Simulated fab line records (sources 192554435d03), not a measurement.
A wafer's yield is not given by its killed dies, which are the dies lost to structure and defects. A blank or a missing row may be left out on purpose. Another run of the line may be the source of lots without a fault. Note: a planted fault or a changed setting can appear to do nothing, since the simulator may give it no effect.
Which tool was responsible? + flow n5_finfet + 19 lots, 57 wafers sampled, at 5 steps of a route of 1938

== WHAT EACH GAUGE READ, for each wafer ==
N5_BEOL_M11_OVL_MEAS_29. Usual: V10_OVL -0.2 nm, standard deviation 0.61.
| lot  | measured     | on         | V10_OVL (nm)   | flag |
|------|--------------|------------|----------------|------|
| L074 | day 11 22:08 | overlay-01 | -1.2 -1.3 -0.8 |      |
| L076 | day 12 05:26 | overlay-02 | 0.4 0.0 0.0    |      |
| L075 | day 12 06:22 | overlay-02 | 0.4 0.4 0.5    |      |
| L077 | day 12 11:43 | overlay-02 | -0.4 -1.1 -0.9 |      |
| L078 | day 12 21:56 | overlay-02 | 0.9 0.4 0.8    |      |
| L079 | day 13 10:50 | overlay-02 | -1.0 0.2 -0.9  |      |
| L081 | day 13 11:49 | overlay-02 | 1.0 0.0 0.7    |      |
| L083 | day 13 21:51 | overlay-02 | 1.1 0.1 0.6    |      |
| L084 | day 14 04:02 | overlay-02 | -0.7 0.6 0.0   |      |
| L087 | day 14 12:49 | overlay-01 | -0.5 0.3 0.4   |      |
| L086 | day 15 05:13 | overlay-01 | -1.2 -0.3 0.7  |      |
| L088 | day 15 12:00 | overlay-02 | -0.5 -0.3 0.5  |      |
| L091 | day 15 11:48 | overlay-02 | -0.7 -1.0 -0.3 |      |
| L092 | day 15 16:02 | overlay-01 | -0.7 -1.0 -0.1 |      |
| L090 | day 16 04:46 | overlay-01 | 0.7 0.3 -0.4   |      |
| L093 | day 16 23:41 | overlay-02 | -0.6 0.1 0.9   |      |
| L094 | day 17 09:41 | overlay-01 | -0.1 -0.9 -0.7 |      |
| L097 | day 18 02:03 | overlay-01 | 0.2 -0.2 -0.1  |      |
| L096 | day 18 04:40 | overlay-02 | -0.2 -0.3 0.2  |      |

== TOOL THAT RAN EACH LOT (tool first, then ch and the chambers of the sampled wafers, then the start) ==
| lot  | N5_BEOL_M10_ETCH_62                | N5_BEOL_M10_TRENCH_ETCH_37                    | N5_BEOL_M10_STRIP_77                          | N5_BEOL_M11_ETCH_62                |
|------|------------------------------------|-----------------------------------------------|-----------------------------------------------|------------------------------------|
| L074 | rie_diel-02 ch 1,2,3, day 11 13:11 | rie_diel-06 ch 1,2,3, day 11 21:22 or earlier | rie_diel-06 ch 1,2,3, day 11 21:22 or earlier | rie_diel-03 ch 2,3, day 11 21:22   |
| L076 | rie_diel-02 ch 2,3, day 11 18:38   | rie_diel-05 ch 0,1,3, day 12 04:13 or earlier | rie_diel-05 ch 0,1,3, day 12 04:13 or earlier | rie_diel-04 ch 0,2, day 12 04:13   |
| L075 | rie_diel-05 ch 1,2,3, day 11 18:52 | rie_diel-02 ch 2,3, day 12 05:04 or earlier   | rie_diel-02 ch 2,3, day 12 05:04 or earlier   | rie_diel-04 ch 0,1,3, day 12 05:04 |
| L077 | rie_diel-05 ch 1,2, day 12 01:32   | rie_diel-02 ch 1,2, day 12 08:24 or earlier   | rie_diel-02 ch 1,2, day 12 08:24 or earlier   | rie_diel-03 ch 0,1,2, day 12 08:24 |
| L078 | rie_diel-02 ch 0,2, day 12 08:09   | rie_diel-02 ch 0,3, day 12 19:50 or earlier   | rie_diel-02 ch 0,3, day 12 19:50 or earlier   | rie_diel-03 ch 1,2,3, day 12 19:50 |
| L079 | rie_diel-05 ch 1,3, day 12 23:40   | rie_diel-02 ch 0,3, day 13 08:11 or earlier   | rie_diel-02 ch 0,3, day 13 08:11 or earlier   | rie_diel-03 ch 1,2,3, day 13 08:11 |
| L081 | rie_diel-05 ch 0,1,3, day 13 04:09 | rie_diel-06 ch 2,3, day 13 10:58 or earlier   | rie_diel-06 ch 2,3, day 13 10:58 or earlier   | rie_diel-04 ch 2,3, day 13 10:58   |
| L083 | rie_diel-06 ch 0,2,3, day 13 12:38 | rie_diel-06 ch 0,1,2, day 13 20:57 or earlier | rie_diel-06 ch 0,1,2, day 13 20:57 or earlier | rie_diel-01 ch 0,1,3, day 13 20:57 |
| L084 | rie_diel-05 ch 0,3, day 13 16:38   | rie_diel-06 ch 0,3, day 14 02:07 or earlier   | rie_diel-06 ch 0,3, day 14 02:07 or earlier   | rie_diel-03 ch 0,1,2, day 14 02:07 |
| L087 | rie_diel-02 ch 2,3, day 14 03:50   | rie_diel-02 ch 0,3, day 14 11:56 or earlier   | rie_diel-02 ch 0,3, day 14 11:56 or earlier   | rie_diel-01 ch 0,1,3, day 14 11:56 |
| L086 | rie_diel-05 ch 0,1, day 14 17:53   | rie_diel-05 ch 1,3, day 15 03:15 or earlier   | rie_diel-05 ch 1,3, day 15 03:15 or earlier   | rie_diel-03 ch 1,2,3, day 15 03:15 |
| L088 | rie_diel-02 ch 0,3, day 15 03:06   | rie_diel-06 ch 1,3, day 15 10:53 or earlier   | rie_diel-06 ch 1,3, day 15 10:53 or earlier   | rie_diel-04 ch 0,2,3, day 15 10:53 |
| L091 | rie_diel-02 ch 0,1,3, day 15 03:21 | rie_diel-05 ch 0,2, day 15 10:37 or earlier   | rie_diel-05 ch 0,2, day 15 10:37 or earlier   | rie_diel-04 ch 1,2,3, day 15 10:37 |
| L092 | rie_diel-05 ch 0,1,3, day 15 07:14 | rie_diel-02 ch 0,1,3, day 15 13:41 or earlier | rie_diel-02 ch 0,1,3, day 15 13:41 or earlier | rie_diel-01 ch 0,1,3, day 15 13:41 |
| L090 | rie_diel-05 ch 1,3, day 15 17:49   | rie_diel-06 ch 0,1,3, day 16 01:14 or earlier | rie_diel-06 ch 0,1,3, day 16 01:14 or earlier | rie_diel-01 ch 1,2,3, day 16 01:14 |
| L093 | rie_diel-02 ch 1,2,3, day 16 14:02 | rie_diel-06 ch 0,2, day 16 22:50 or earlier   | rie_diel-06 ch 0,2, day 16 22:50 or earlier   | rie_diel-01 ch 1,3, day 16 22:50   |
| L094 | rie_diel-05 ch 0,2,3, day 16 23:14 | rie_diel-06 ch 0,3, day 17 07:36 or earlier   | rie_diel-06 ch 0,3, day 17 07:36 or earlier   | rie_diel-01 ch 0,2, day 17 07:36   |
| L097 | rie_diel-02 ch 1,2, day 17 15:29   | rie_diel-05 ch 1,2,3, day 18 01:17 or earlier | rie_diel-05 ch 1,2,3, day 18 01:17 or earlier | rie_diel-01 ch 0,2,3, day 18 01:17 |
| L096 | rie_diel-06 ch 0,1, day 17 19:29   | rie_diel-05 ch 1,2,3, day 18 03:56 or earlier | rie_diel-05 ch 1,2,3, day 18 03:56 or earlier | rie_diel-03 ch 0,1,3, day 18 03:56 |
- N5_BEOL_M10_ETCH_62: etches SOC in N2/H2, target depth 110 nm, overetch 22 nm, time 165 s.
- N5_BEOL_M10_TRENCH_ETCH_37: etches SiCOH lowk in C4F6/O2, target depth 148.83 nm, time 48 s.
- N5_BEOL_M10_STRIP_77: strips in N2/H2, time 10 s.
- N5_BEOL_M11_ETCH_62: etches SOC in N2/H2, target depth 110 nm, overetch 22 nm, time 165 s.

== AS READ BY THE TOOLS THEMSELVES (means over the sampled wafers that have a number; for cases with no such wafer, the mark the record gives instead) ==
N5_BEOL_M10_ETCH_62. Usual: drypump_motor_current_A 5.7 A, standard deviation 0.45; h2_flow_sccm 200.0 sccm, standard deviation 0.6; oes_product_au 0.67 a.u., standard deviation 0.072; rf_vpp_V 524.3 V, standard deviation 1.9; showerhead_plenum_p_Torr 2.55 Torr, standard deviation 0.056; throttle_valve_pct 17.81 %, standard deviation 0.22.
| lot  | tool        | drypump_motor_current_A (A) | h2_flow_sccm (sccm) | oes_product_au (a.u.) | rf_vpp_V (V) | showerhead_plenum_p_Torr (Torr) | throttle_valve_pct (%) | flag |
|------|-------------|-----------------------------|---------------------|-----------------------|--------------|---------------------------------|------------------------|------|
| L074 | rie_diel-02 | 5.7                         | 200.0               | 0.67                  | 525.1        | 2.58                            | 17.73                  |      |
| L076 | rie_diel-02 | 6.2                         | 199.8               | 0.72                  | 527.5        | 2.64                            | 17.59                  |      |
| L075 | rie_diel-05 | 5.4                         | 199.9               | 0.63                  | 523.7        | 2.54                            | 17.94                  |      |
| L077 | rie_diel-05 | 5.5                         | 199.6               | 0.58                  | 523.5        | 2.51                            | 17.96                  |      |
| L078 | rie_diel-02 | 5.6                         | 199.9               | 0.72                  | 524.7        | 2.57                            | 17.76                  |      |
| L079 | rie_diel-05 | 5.3                         | 199.9               | 0.67                  | 523.8        | 2.57                            | 17.95                  |      |
| L081 | rie_diel-05 | 5.6                         | 200.3               | 0.63                  | 524.5        | 2.54                            | 18.02                  |      |
| L083 | rie_diel-06 | 6.0                         | 199.8               | 0.63                  | 523.4        | 2.51                            | 17.87                  |      |
| L084 | rie_diel-05 | 5.9                         | 200.2               | 0.62                  | 524.6        | 2.53                            | 18.00                  |      |
| L087 | rie_diel-02 | 6.0                         | 200.0               | 0.68                  | 525.7        | 2.59                            | 17.74                  |      |
| L086 | rie_diel-05 | 6.0                         | 200.1               | 0.58                  | 522.7        | 2.50                            | 18.11                  |      |
| L088 | rie_diel-02 | 6.0                         | 199.7               | 0.71                  | 527.3        | 2.63                            | 17.59                  |      |
| L091 | rie_diel-02 | 5.5                         | 200.2               | 0.74                  | 525.8        | 2.57                            | 17.58                  |      |
| L092 | rie_diel-05 | 5.7                         | 200.1               | 0.61                  | 523.8        | 2.53                            | 18.05                  |      |
| L090 | rie_diel-05 | 5.4                         | 199.8               | 0.64                  | 523.7        | 2.56                            | 17.99                  |      |
| L093 | rie_diel-02 | 5.7                         | 199.5               | 0.70                  | 525.5        | 2.56                            | 17.66                  |      |
| L094 | rie_diel-05 | 5.7                         | 200.0               | 0.66                  | 523.8        | 2.52                            | 17.86                  |      |
| L097 | rie_diel-02 | 5.3                         | 200.2               | 0.71                  | 522.3        | 2.49                            | 17.66                  |      |
| L096 | rie_diel-06 | 5.7                         | 199.7               | 0.66                  | 524.2        | 2.57                            | 17.87                  |      |

N5_BEOL_M10_TRENCH_ETCH_37. Usual: drypump_motor_current_A 5.7 A (standard deviation 0.41); mfc_ar_sccm 299.9 sccm (standard deviation 0.87); oes_o_777_au 0.79 a.u. (standard deviation 0.083); oes_product_au 0.79 a.u. (standard deviation 0.089); rf_vpp_V 661 V (standard deviation 12); showerhead_plenum_p_Torr 2.85 Torr (standard deviation 0.054); throttle_valve_pct 20.89 % (standard deviation 0.15).
| lot  | tool        | drypump_motor_current_A (A) | mfc_ar_sccm (sccm) | oes_o_777_au (a.u.) | oes_product_au (a.u.) | rf_vpp_V (V) | showerhead_plenum_p_Torr (Torr) | throttle_valve_pct (%) | flag |
|------|-------------|-----------------------------|--------------------|---------------------|-----------------------|--------------|---------------------------------|------------------------|------|
| L074 | rie_diel-06 | 5.9                         | 299.9              | 0.74                | 0.74                  | 665          | 2.84                            | 20.92                  |      |
| L076 | rie_diel-05 | 5.7                         | 299.4              | 0.76                | 0.75                  | 658          | 2.83                            | 20.99                  |      |
| L075 | rie_diel-02 | 6.0                         | 299.9              | 0.83                | 0.83                  | 654          | 2.91                            | 20.80                  |      |
| L077 | rie_diel-02 | 5.5                         | 299.0              | 0.76                | 0.76                  | 652          | 2.85                            | 20.94                  |      |
| L078 | rie_diel-02 | 6.0                         | 299.8              | 0.89                | 0.89                  | 663          | 2.95                            | 20.76                  |      |
| L079 | rie_diel-02 | 5.9                         | 299.9              | 0.88                | 0.87                  | 664          | 2.95                            | 20.76                  |      |
| L081 | rie_diel-06 | 6.0                         | 299.9              | 0.70                | 0.69                  | 660          | 2.81                            | 21.02                  |      |
| L083 | rie_diel-06 | 5.9                         | 300.2              | 0.75                | 0.77                  | 673          | 2.85                            | 20.90                  |      |
| L084 | rie_diel-06 | 5.8                         | 299.7              | 0.75                | 0.74                  | 656          | 2.82                            | 20.96                  |      |
| L087 | rie_diel-02 | 5.6                         | 299.6              | 0.89                | 0.87                  | 658          | 2.92                            | 20.81                  |      |
| L086 | rie_diel-05 | 5.4                         | 298.2              | 0.78                | 0.77                  | 652          | 2.84                            | 20.89                  |      |
| L088 | rie_diel-06 | 5.8                         | 299.5              | 0.74                | 0.71                  | 651          | 2.83                            | 20.95                  |      |
| L091 | rie_diel-05 | 5.7                         | 298.8              | 0.82                | 0.83                  | 668          | 2.81                            | 20.85                  |      |
| L092 | rie_diel-02 | 5.5                         | 299.7              | 0.87                | 0.87                  | 660          | 2.88                            | 20.80                  |      |
| L090 | rie_diel-06 | 5.8                         | 300.5              | 0.76                | 0.75                  | 659          | 2.84                            | 20.90                  |      |
| L093 | rie_diel-06 | 6.1                         | 300.7              | 0.88                | 0.94                  | 682          | 2.82                            | 20.81                  |      |
| L094 | rie_diel-06 | 5.8                         | 299.2              | 0.73                | 0.71                  | 656          | 2.81                            | 21.02                  |      |
| L097 | rie_diel-05 | 5.4                         | 300.4              | 0.78                | 0.77                  | 658          | 2.81                            | 20.88                  |      |
| L096 | rie_diel-05 | 5.4                         | 300.2              | 0.78                | 0.78                  | 657          | 2.81                            | 20.89                  |      |

N5_BEOL_M10_STRIP_77. Usual: drypump_motor_current_A 5.7 A, standard deviation 0.41; h2_flow_sccm 199.9 sccm, standard deviation 0.66; oes_product_au 0.79 a.u., standard deviation 0.09; rf_vpp_V 59.2 V, standard deviation 0.86; showerhead_plenum_p_Torr 2.54 Torr, standard deviation 0.055; throttle_valve_pct 23.60 %, standard deviation 0.27.
| lot  | tool        | drypump_motor_current_A (A) | h2_flow_sccm (sccm) | oes_product_au (a.u.) | rf_vpp_V (V) | showerhead_plenum_p_Torr (Torr) | throttle_valve_pct (%) | flag |
|------|-------------|-----------------------------|---------------------|-----------------------|--------------|---------------------------------|------------------------|------|
| L074 | rie_diel-06 | 6.0                         | 200.3               | 0.74                  | 59.5         | 2.53                            | 23.53                  |      |
| L076 | rie_diel-05 | 5.6                         | 200.0               | 0.76                  | 59.5         | 2.54                            | 23.86                  |      |
| L075 | rie_diel-02 | 6.0                         | 199.5               | 0.84                  | 59.6         | 2.60                            | 23.44                  |      |
| L077 | rie_diel-02 | 5.5                         | 199.7               | 0.76                  | 59.7         | 2.53                            | 23.66                  |      |
| L078 | rie_diel-02 | 6.0                         | 199.4               | 0.89                  | 59.3         | 2.64                            | 23.19                  |      |
| L079 | rie_diel-02 | 6.0                         | 200.0               | 0.88                  | 59.6         | 2.64                            | 23.20                  |      |
| L081 | rie_diel-06 | 6.0                         | 199.8               | 0.69                  | 58.8         | 2.49                            | 23.52                  |      |
| L083 | rie_diel-06 | 5.9                         | 200.1               | 0.78                  | 58.6         | 2.55                            | 23.69                  |      |
| L084 | rie_diel-06 | 5.8                         | 199.8               | 0.73                  | 59.0         | 2.51                            | 23.63                  |      |
| L087 | rie_diel-02 | 5.6                         | 199.1               | 0.87                  | 59.7         | 2.61                            | 23.38                  |      |
| L086 | rie_diel-05 | 5.4                         | 200.2               | 0.77                  | 59.2         | 2.55                            | 23.92                  |      |
| L088 | rie_diel-06 | 5.8                         | 200.2               | 0.72                  | 59.9         | 2.52                            | 23.54                  |      |
| L091 | rie_diel-05 | 5.7                         | 199.6               | 0.82                  | 58.5         | 2.50                            | 23.46                  |      |
| L092 | rie_diel-02 | 5.5                         | 200.5               | 0.87                  | 59.5         | 2.57                            | 23.31                  |      |
| L090 | rie_diel-06 | 5.8                         | 200.7               | 0.75                  | 59.0         | 2.54                            | 23.71                  |      |
| L093 | rie_diel-06 | 6.1                         | 199.6               | 0.95                  | 59.5         | 2.51                            | 23.57                  |      |
| L094 | rie_diel-06 | 5.8                         | 199.9               | 0.71                  | 59.0         | 2.50                            | 23.66                  |      |
| L097 | rie_diel-05 | 5.4                         | 200.2               | 0.78                  | 58.8         | 2.52                            | 23.73                  |      |
| L096 | rie_diel-05 | 5.4                         | 200.5               | 0.78                  | 59.7         | 2.52                            | 23.73                  |      |

N5_BEOL_M11_ETCH_62. Usual: drypump_motor_current_A 5.8 A, standard deviation 0.54; h2_flow_sccm 200.0 sccm, standard deviation 0.59; oes_product_au 0.64 a.u., standard deviation 0.064; rf_vpp_V 523.7 V, standard deviation 2.3; showerhead_plenum_p_Torr 2.55 Torr, standard deviation 0.077; throttle_valve_pct 17.9 %, standard deviation 0.31.
| lot  | tool        | drypump_motor_current_A (A) | h2_flow_sccm (sccm) | oes_product_au (a.u.) | rf_vpp_V (V) | showerhead_plenum_p_Torr (Torr) | throttle_valve_pct (%) | flag |
|------|-------------|-----------------------------|---------------------|-----------------------|--------------|---------------------------------|------------------------|------|
| L074 | rie_diel-03 | 5.3                         | 200.0               | 0.65                  | 524.8        | 2.58                            | 18.0                   |      |
| L076 | rie_diel-04 | 5.7                         | 200.2               | 0.64                  | 524.4        | 2.58                            | 17.7                   |      |
| L075 | rie_diel-04 | 6.0                         | 199.6               | 0.61                  | 523.6        | 2.54                            | 18.1                   |      |
| L077 | rie_diel-03 | 5.3                         | 200.5               | 0.61                  | 524.8        | 2.60                            | 18.2                   |      |
| L078 | rie_diel-03 | 5.7                         | 199.6               | 0.64                  | 525.1        | 2.57                            | 18.0                   |      |
| L079 | rie_diel-03 | 5.7                         | 200.6               | 0.64                  | 524.4        | 2.57                            | 18.0                   |      |
| L081 | rie_diel-04 | 5.5                         | 199.8               | 0.70                  | 522.4        | 2.51                            | 17.8                   |      |
| L083 | rie_diel-01 | 6.2                         | 199.9               | 0.64                  | 523.2        | 2.52                            | 17.8                   |      |
| L084 | rie_diel-03 | 5.3                         | 200.3               | 0.61                  | 525.3        | 2.60                            | 18.2                   |      |
| L087 | rie_diel-01 | 6.2                         | 200.0               | 0.63                  | 522.5        | 2.52                            | 17.8                   |      |
| L086 | rie_diel-03 | 5.7                         | 200.1               | 0.63                  | 524.5        | 2.57                            | 18.0                   |      |
| L088 | rie_diel-04 | 5.7                         | 199.6               | 0.71                  | 524.2        | 2.54                            | 17.7                   |      |
| L091 | rie_diel-04 | 5.8                         | 199.8               | 0.65                  | 521.7        | 2.48                            | 18.1                   |      |
| L092 | rie_diel-01 | 6.2                         | 199.6               | 0.63                  | 523.1        | 2.52                            | 17.8                   |      |
| L090 | rie_diel-01 | 6.1                         | 200.3               | 0.60                  | 524.6        | 2.55                            | 18.1                   |      |
| L093 | rie_diel-01 | 6.2                         | 200.6               | 0.57                  | 522.1        | 2.48                            | 18.1                   |      |
| L094 | rie_diel-01 | 6.0                         | 199.9               | 0.67                  | 523.9        | 2.53                            | 17.6                   |      |
| L097 | rie_diel-01 | 6.0                         | 200.4               | 0.63                  | 524.3        | 2.57                            | 17.8                   |      |
| L096 | rie_diel-03 | 5.8                         | 199.8               | 0.68                  | 523.8        | 2.53                            | 17.9                   |      |

== THE ANSWER, worked out from the rows above alone ==
Rule: lot off if the mean of its wafers having a number is beyond 3 standard deviations from the usual mean. Also off: a lot with no number at a reading for which 4 or more lots have one. All remaining lots with rows at the step are treated as sound. After the gauges, taken in route order, come the tools' own readings; for these a lot's mean is taken, as printed above. The first step at which some lot is off is used, and at that step the reading that is off furthest; a lot without a number counts as furthest.
None of the lots is off at any reading shown; this tells nothing.

== WHAT THE SIMULATOR HAD PUT IN ==
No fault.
